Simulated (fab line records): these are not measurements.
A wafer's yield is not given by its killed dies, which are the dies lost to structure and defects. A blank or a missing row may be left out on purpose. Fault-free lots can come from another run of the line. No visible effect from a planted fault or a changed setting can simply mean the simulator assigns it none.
Matching of chambers + flow n5 finfet + rie diel-02 running N5_BEOL_M0_CUTY_DESCUM_61: 4 sister chambers
The step chemistry O2, time 7.9 s. 4 wafers are shown with their chamber, then 11 later ones without.

EACH WAFER AND ITS CHAMBER
| wafer  | chamber | showerhead plenum p Torr (Torr) |
|--------|---------|---------------------------------|
| L076.5 | 0       | 2.08                            |
| L083.6 | 1       | 2.01                            |
| L088.2 | 2       | 1.97                            |
| L091.3 | 3       | 2.15                            |

WAFERS MISSING THEIR CHAMBER
| wafer  | showerhead plenum p Torr (Torr) |
|--------|---------------------------------|
| L091.5 | 1.97                            |
| L091.6 | 2.00                            |
| L093.1 | 1.97                            |
| L093.4 | 2.00                            |
| L093.5 | 1.97                            |
| L094.1 | 2.00                            |
| L094.5 | 2.07                            |
| L094.6 | 1.97                            |
| L095.2 | 1.96                            |
| L095.3 | 2.06                            |
| L095.5 | 1.97                            |

WHICH CHAMBER EACH ONE RAN IN
| wafer  | from the rows above | in truth |
|--------|---------------------|----------|
| L091.5 | 2                   | 2        |
| L091.6 | 1                   | 1        |
| L093.1 | 2                   | 2        |
| L093.4 | 1                   | 1        |
| L093.5 | 2                   | 2        |
| L094.1 | 1                   | 1        |
| L094.5 | 0                   | 0        |
| L094.6 | 2                   | 2        |
| L095.2 | 2                   | 2        |
| L095.3 | 0                   | 0        |
| L095.5 | 2                   | 2        |
Placed correctly: 11 of 11. Number that these rows cannot place: 0. 0 placed wrongly.
How it was worked out, from the rows above alone: a wafer's distance from a chamber is the root of the sum, over the readings, of the square of ((its reading less the chamber's mean) divided by the reading's scatter). If the next closest chamber is less than 2 further off than the closest, the wafer can't be placed; otherwise it belongs to the closest. For every chamber, the mean is computed from those of its wafers that are shown. The scatter: root of mean squared gap, hidden wafer to nearest shown wafer, with one shown wafer a chamber.
